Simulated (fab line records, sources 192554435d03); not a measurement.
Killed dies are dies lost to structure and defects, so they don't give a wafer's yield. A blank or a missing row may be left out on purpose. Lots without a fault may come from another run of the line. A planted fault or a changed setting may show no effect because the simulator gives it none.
Chamber matching | flow n5_finfet | N5_GATE_CUT_ALD_22 on ald_sin-04: 4 sister chambers
The step deposits SiNx, target thk 16 nm, pulse time 1 s, ald cycles 320. 8 wafers are shown with their chamber, then 10 later ones without.

WAFERS WITH THEIR CHAMBER
wafer  | chamber | heater_power_outer_w (W) | heater_power_w (W)
L081.3 | 3       | 494                      | 765
L084.6 | 0       | 389                      | 676
L087.4 | 1       | 463                      | 761
L088.3 | 0       | 392                      | 687
L088.5 | 2       | 444                      | 721
L088.6 | 1       | 467                      | 775
L089.2 | 2       | 452                      | 726
L089.4 | 3       | 500                      | 780

WAFERS WITHOUT THEIR CHAMBER
wafer  | heater_power_outer_w (W) | heater_power_w (W)
L089.5 | 446                      | 717
L091.1 | 497                      | 775
L091.3 | 435                      | 734
L091.4 | 461                      | 751
L097.1 | 445                      | 754
L097.2 | 459                      | 751
L097.6 | 457                      | 761
L094.1 | 440                      | 735
L094.2 | 401                      | 688
L094.6 | 448                      | 787

WHICH CHAMBER EACH WENT THROUGH
wafer  | from the rows above     | in truth
L089.5 | 2                       | 2
L091.1 | 3                       | 3
L091.3 | 2                       | 2
L091.4 | 1                       | 1
L097.1 | can't be placed: 2 or 1 | 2
L097.2 | can't be placed: 1 or 2 | 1
L097.6 | 1                       | 1
L094.1 | 2                       | 2
L094.2 | 0                       | 0
L094.6 | 1                       | 1
Placed correctly: 8 of 10. Can't be placed from these rows: 2 (the true chamber is among the candidates in 2). Placed wrongly: 0.
How it was worked out, from the rows above alone: a wafer's distance from a chamber is the root of the sum, over the readings, of the square of ((its reading less the chamber's mean) divided by the reading's scatter). The wafer belongs to the nearest chamber; if the next one is less than 2 further off, it can't be placed. A chamber's mean is the mean of its shown wafers. The scatter: the root of (the sum of the squares of (reading less its chamber's mean) over the shown wafers, divided by (wafers less chambers)).
